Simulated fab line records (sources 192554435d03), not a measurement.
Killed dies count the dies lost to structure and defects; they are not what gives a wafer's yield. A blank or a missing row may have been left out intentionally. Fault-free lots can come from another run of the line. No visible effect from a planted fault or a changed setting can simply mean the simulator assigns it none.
Problem report in the 8D (eight disciplines) form, filled by code | flow n5 finfet | the parts of the form that need people (team, actions taken, sign-off) are left out

1. PROBLEM STATEMENT
Wafers without a fault read 185.0 W with a standard deviation of 0.58, while bias w at N5_BEOL_M10_TRENCH_ETCH_37 averages 196.9 W across 2 wafers of 1 lot. That is +21 standard deviations from the usual mean.
The step: etches SiCOH lowk in C4F6/O2, target depth 148.83 nm, time 48 s.
First seen on wafer L467.1, day 13 08:57, on rie diel-04. Wafers with a number at this step in the record: 33, from 11 lots. Rule for "out" (also "out of limits"): further than 4 standard deviations from the usual mean. The rest of the wafers with a number are treated as sound.

2. WHAT IT IS, WHAT IT ISN'T
question                    | is                | is not
which readings at this step | bias w            | drypump motor current A, mfc ar sccm, oes product au, rf fwd power W, showerhead plenum p Torr, throttle valve pct
which lots                  | L467              | L460, L462, L463, L464, L468, L469, L473, L475, L478, L479
which wafers of those lots  | L467.1, L467.6    | L467.2
read on which tools         | rie diel-04       | rie diel-01, rie diel-02
when                        | from day 13 08:57 | up to then (13 sound wafers); but 18 sound wafers of L468, L469, L473, L475, L478, L479 came after

3. THE SUSPECTS, EACH WITH WHAT RULES IT OUT
Counting: if a tool at a process step up to the reading ran every lot that is out, it stays a suspect. Sound lots after the first of them don't rule it out here, since some wafers of a struck lot are sound.
- rie diel-04 at N5_BEOL_M10_TRENCH_ETCH_37 (etches SiCOH lowk in C4F6/O2, target depth 148.83 nm, time 48 s): kept. L467, the lot that is out, went through it at day 13 08:57; up to then, the latest sound lot through it was L462 at day 12 19:56. Its own bias w readings are out on those wafers.
- At N5_BEOL_M10_TRENCH_ETCH_37 on rie diel-04, chamber 1 took the sound wafers of the same lots and chamber 2 took the wafers that are out.
The count leaves rie diel-04 at N5_BEOL_M10_TRENCH_ETCH_37.

4. THE CAUSE (what the simulator had put in)
rie diel-04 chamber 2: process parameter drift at N5_BEOL_M10_TRENCH_ETCH_37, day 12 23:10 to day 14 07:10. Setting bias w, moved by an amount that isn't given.
This tool alone remained once counting was done.

5. THE EFFECT CHAIN, in route order
Each row: a reading whose mean over the struck wafers that have a number lies more than 3 standard deviations from the usual. Only readings whose record carries a usual standard deviation are examined. hours: median over the lots of the time between each lot's start at the first step of this table that gives one and its start at this step. sigmas: the change, counted in usual standard deviations.
hours | step                       | reading | usual   | on struck wafers | change | sigmas
0     | N5_BEOL_M10_TRENCH_ETCH_37 | bias w  | 185.0 W | 196.9            | +11.9  | +21
The process steps in it:
- N5_BEOL_M10_TRENCH_ETCH_37: etches SiCOH lowk in C4F6/O2, target depth 148.83 nm, time 48 s.

6. WHAT WOULD HAVE CAUGHT IT SOONER
First out-of-limits reading in this record: day 13 08:57, which is 10 hours after fault onset at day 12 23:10.
